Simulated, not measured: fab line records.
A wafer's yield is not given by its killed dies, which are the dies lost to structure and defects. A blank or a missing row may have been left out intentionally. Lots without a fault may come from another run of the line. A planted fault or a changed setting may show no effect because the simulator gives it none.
Chamber matching || flow n5Finfet || N5_BEOL_M0_CO_CAP_123 on cvdCo-02: 3 sister chambers
The step material Co, precursor CCTBA/H2, target thk 2 nm, time 102.1 s. 6 wafers are shown with their chamber, then 12 later ones without.

== WAFERS WITH THEIR CHAMBER ==
{"wafer": "L085.6", "chamber": 0, "heaterPowerOuterW (W)": 136, "heaterPowerW (W)": 260}
{"wafer": "L088.4", "chamber": 1, "heaterPowerOuterW (W)": 118, "heaterPowerW (W)": 246}
{"wafer": "L088.6", "chamber": 2, "heaterPowerOuterW (W)": 147, "heaterPowerW (W)": 278}
{"wafer": "L093.1", "chamber": 2, "heaterPowerOuterW (W)": 152, "heaterPowerW (W)": 278}
{"wafer": "L093.2", "chamber": 0, "heaterPowerOuterW (W)": 133, "heaterPowerW (W)": 255}
{"wafer": "L093.5", "chamber": 1, "heaterPowerOuterW (W)": 117, "heaterPowerW (W)": 237}

== WAFERS MISSING THEIR CHAMBER ==
{"wafer": "L092.2", "heaterPowerOuterW (W)": 132, "heaterPowerW (W)": 254}
{"wafer": "L092.4", "heaterPowerOuterW (W)": 130, "heaterPowerW (W)": 260}
{"wafer": "L092.6", "heaterPowerOuterW (W)": 150, "heaterPowerW (W)": 274}
{"wafer": "L094.1", "heaterPowerOuterW (W)": 155, "heaterPowerW (W)": 275}
{"wafer": "L094.2", "heaterPowerOuterW (W)": 119, "heaterPowerW (W)": 243}
{"wafer": "L094.6", "heaterPowerOuterW (W)": 148, "heaterPowerW (W)": 276}
{"wafer": "L096.1", "heaterPowerOuterW (W)": 119, "heaterPowerW (W)": 244}
{"wafer": "L096.2", "heaterPowerOuterW (W)": 153, "heaterPowerW (W)": 284}
{"wafer": "L096.3", "heaterPowerOuterW (W)": 133, "heaterPowerW (W)": 258}
{"wafer": "L097.2", "heaterPowerOuterW (W)": 120, "heaterPowerW (W)": 245}
{"wafer": "L097.4", "heaterPowerOuterW (W)": 117, "heaterPowerW (W)": 241}
{"wafer": "L097.6", "heaterPowerOuterW (W)": 137, "heaterPowerW (W)": 252}

== CHAMBER TAKEN BY EACH ==
{"wafer": "L092.2", "from the rows above": 0, "in truth": 0}
{"wafer": "L092.4", "from the rows above": 0, "in truth": 0}
{"wafer": "L092.6", "from the rows above": 2, "in truth": 2}
{"wafer": "L094.1", "from the rows above": 2, "in truth": 2}
{"wafer": "L094.2", "from the rows above": 1, "in truth": 1}
{"wafer": "L094.6", "from the rows above": 2, "in truth": 2}
{"wafer": "L096.1", "from the rows above": 1, "in truth": 1}
{"wafer": "L096.2", "from the rows above": 2, "in truth": 2}
{"wafer": "L096.3", "from the rows above": 0, "in truth": 0}
{"wafer": "L097.2", "from the rows above": 1, "in truth": 1}
{"wafer": "L097.4", "from the rows above": 1, "in truth": 1}
{"wafer": "L097.6", "from the rows above": 0, "in truth": 0}
12 of 12 placed correctly. Left unplaced by these rows: 0. 0 placed wrongly.
How it was worked out, from the rows above alone: a wafer's distance from a chamber is the root of the sum, over the readings, of the square of ((its reading less the chamber's mean) divided by the reading's scatter). The wafer belongs to the nearest chamber; if the next one is less than 2 further off, it can't be placed. The mean given for a chamber averages the wafers shown for that chamber. How the scatter is found: for the shown wafers, subtract from each reading the mean of its chamber, square and add these, divide the total by (wafers less chambers), then take the root.
